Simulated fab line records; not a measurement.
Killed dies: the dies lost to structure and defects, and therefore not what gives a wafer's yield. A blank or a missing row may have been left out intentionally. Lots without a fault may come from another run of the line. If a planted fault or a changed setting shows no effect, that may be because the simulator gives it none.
Chamber matching :: flow n5-finfet :: 3 sister chambers for N5_GATE_CUT_PECVD_57 on pecvd-04
The step deposits SiNx from SiH4/NH3/N2, target thk 21 nm. 3 wafers are shown with their chamber, then 11 later ones without.

## WAFERS, EACH WITH ITS CHAMBER
wafer: L087.2
chamber: 0
throttle-valve-pct (%): 38.2

wafer: L087.6
chamber: 1
throttle-valve-pct (%): 42.4

wafer: L088.1
chamber: 2
throttle-valve-pct (%): 36.7

## WAFERS WHOSE CHAMBER IS MISSING
wafer: L088.2
throttle-valve-pct (%): 42.2

wafer: L088.5
throttle-valve-pct (%): 42.0

wafer: L089.1
throttle-valve-pct (%): 36.8

wafer: L089.5
throttle-valve-pct (%): 42.1

wafer: L089.6
throttle-valve-pct (%): 38.2

wafer: L092.1
throttle-valve-pct (%): 37.0

wafer: L092.2
throttle-valve-pct (%): 42.0

wafer: L092.5
throttle-valve-pct (%): 38.1

wafer: L094.2
throttle-valve-pct (%): 42.2

wafer: L094.5
throttle-valve-pct (%): 38.3

wafer: L094.6
throttle-valve-pct (%): 42.3

## WHICH CHAMBER EACH ONE RAN IN
wafer: L088.2
from the rows above: 1
in truth: 1

wafer: L088.5
from the rows above: 1
in truth: 1

wafer: L089.1
from the rows above: 2
in truth: 2

wafer: L089.5
from the rows above: 1
in truth: 1

wafer: L089.6
from the rows above: 0
in truth: 0

wafer: L092.1
from the rows above: 2
in truth: 2

wafer: L092.2
from the rows above: 1
in truth: 1

wafer: L092.5
from the rows above: 0
in truth: 0

wafer: L094.2
from the rows above: 1
in truth: 1

wafer: L094.5
from the rows above: 0
in truth: 0

wafer: L094.6
from the rows above: 1
in truth: 1
11 of 11 placed correctly. Not placeable from these rows: 0. 0 placed wrongly.
How it was worked out, from the rows above alone: a wafer's distance from a chamber is the root of the sum, over the readings, of the square of ((its reading less the chamber's mean) divided by the reading's scatter). The wafer belongs to the nearest chamber; if the next one is less than 2 further off, it can't be placed. The mean given for a chamber averages the wafers shown for that chamber. The scatter: with one shown wafer a chamber, the root of the mean of the squares of how far each hidden wafer lies from its nearest shown one.
